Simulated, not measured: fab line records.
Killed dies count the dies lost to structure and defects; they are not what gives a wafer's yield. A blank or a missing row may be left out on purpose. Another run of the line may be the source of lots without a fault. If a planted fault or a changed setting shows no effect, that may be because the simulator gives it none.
A lot that was struck, set against a sound lot / flow nandHarc / 14 out of 1302 route steps
Sound: these wafers, L915.1, L915.4, L915.6. The struck wafers were L924.2, L924.5, L924.6. The cause is given at the end.
Per side, at each step with rows, come the tool, then ch with its chambers, and then its first start. Under that, the readings that differ: sound wafers / struck wafers / difference of the means / sigmas: that difference in standard deviations of wafers without a fault.
alike: readings whose means differ by less than 2 such deviations, and words and numbers that are the same on both sides. not compared: withheld readings, readings that some wafer has no value for, bounds like >300 that may hide the same value, and numbers for which the record gives no deviation and whose values overlap.
A row with sigmas, a row that says differs or no value, or rows on one side alone: a step with any of these is where the two part. Numbers that don't overlap but have no deviation are shown without sigmas and don't part them. A reading missing from all wafers of one side parts the sides only when that side holds two or more wafers.

first, 3 steps without rows for these wafers: NHARC_A_CHANNEL_HOLE_D1_ETCH_39 (etches the open film in N2/H2, target depth 260 nm, time 325 s); NHARC_A_CHANNEL_HOLE_D1_ETCH_34 (etches the open film in CF4/CHF3, target depth 154 nm, time 77 s); NHARC_A_CHANNEL_HOLE_D1_ETCH_16 (etches the open film in O2/COS, target depth 3100 nm, time 806 s).
NHARC_A_CHANNEL_HOLE_D1_CD_MEAS_18:
  sound on cdSem-02, day 8 09:05; struck on cdSem-01, day 12 10:07
  alike: cdNm
NHARC_A_CHANNEL_HOLE_D1_ETCH_19: etches the open film in C4F8/O2/Ar, time 34.5 s.
  sound on harEtch-01 ch 0,1, day 8 12:26; struck on harEtch-02 ch 0,1, day 12 10:11
  alike: biasV, c4f8FlowSccm, drypumpMotorCurrentA, showerheadPlenumPTorr, throttleValvePct
  not compared: rfHoursCounterH
NHARC_A_CHANNEL_HOLE_D1_ETCH_20: etches the open film in C4F8/O2/Ar, time 361.9 s, target depth 1600 nm.
  sound on harEtch-01 ch 0,1, day 8 12:33; struck on harEtch-02 ch 0,1, day 12 10:17
  alike: c4f8FlowSccm, chamberPressureMTorr, drypumpMotorCurrentA, showerheadPlenumPTorr, throttleValvePct
  not compared: rfHoursCounterH
then, 1 step without rows for these wafers: NHARC_A_CHANNEL_HOLE_D1_ETCH_21 (etches the open film in C4F8/O2/Ar, time 514.3 s, target depth 1600 nm).
NHARC_A_CHANNEL_HOLE_D1_ETCH_22: etches the open film in C4F8/O2/Ar, time 666.7 s, target depth 1600 nm.
  sound on harEtch-01 ch 0,1, day 8 13:18; struck on harEtch-02 ch 0,1, day 12 11:04
  alike: c4f8FlowSccm, chamberPressureMTorr, drypumpMotorCurrentA, showerheadPlenumPTorr, throttleValvePct
  not compared: rfHoursCounterH
NHARC_A_CHANNEL_HOLE_D1_ETCH_23: etches the open film in C4F8/O2/Ar, time 819 s, target depth 1600 nm.
  sound on harEtch-01 ch 0,1, day 8 13:52; struck on harEtch-02 ch 0,1, day 12 11:38
  alike: c4f8FlowSccm, chamberPressureMTorr, drypumpMotorCurrentA, showerheadPlenumPTorr, throttleValvePct
  not compared: rfHoursCounterH
then, 2 steps without rows for these wafers: NHARC_A_CHANNEL_HOLE_D1_ETCH_24 (etches the open film in C4F8/O2/Ar, time 906.2 s, target depth 1500 nm); NHARC_A_CHANNEL_HOLE_D1_ETCH_25 (etches the open film in C4F8/O2/Ar, time 1040.2 s, target depth 1500 nm).
NHARC_A_CHANNEL_HOLE_D1_ETCH_26: etches the open film in C4F8/O2/Ar, time 224.1 s, target depth 300 nm.
  sound on harEtch-01 ch 0,1, day 8 16:13; struck on harEtch-02 ch 0,1, day 12 15:56
  alike: biasV, c4f8FlowSccm, drypumpMotorCurrentA, showerheadPlenumPTorr, throttleValvePct
  not compared: rfHoursCounterH
NHARC_A_CHANNEL_HOLE_D1_ETCH_33: etches the open film in C4F8/O2/Ar, time 90 s, target depth 400 nm.
  sound on harEtch-01 ch 0,1, day 8 16:25; struck on harEtch-02 ch 0,1, day 12 16:08
  no value came back on the struck wafers for any of 5 readings (biasV (V), c4f8FlowSccm (sccm) and others); on the sound wafers biasV (V) reads 396 401 399
  not compared: rfHoursCounterH
then, 1 step without rows for these wafers: NHARC_A_CHANNEL_HOLE_D1_STRIP_41 (strips in N2/H2).

## WHERE THEY PART
Only at NHARC_A_CHANNEL_HOLE_D1_ETCH_33, as far as this record shows.

WHY: whatever the simulator had introduced
Beginning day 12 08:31, the whole step at NHARC_A_CHANNEL_HOLE_D1_ETCH_33 was skipped on harEtch-02. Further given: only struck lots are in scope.
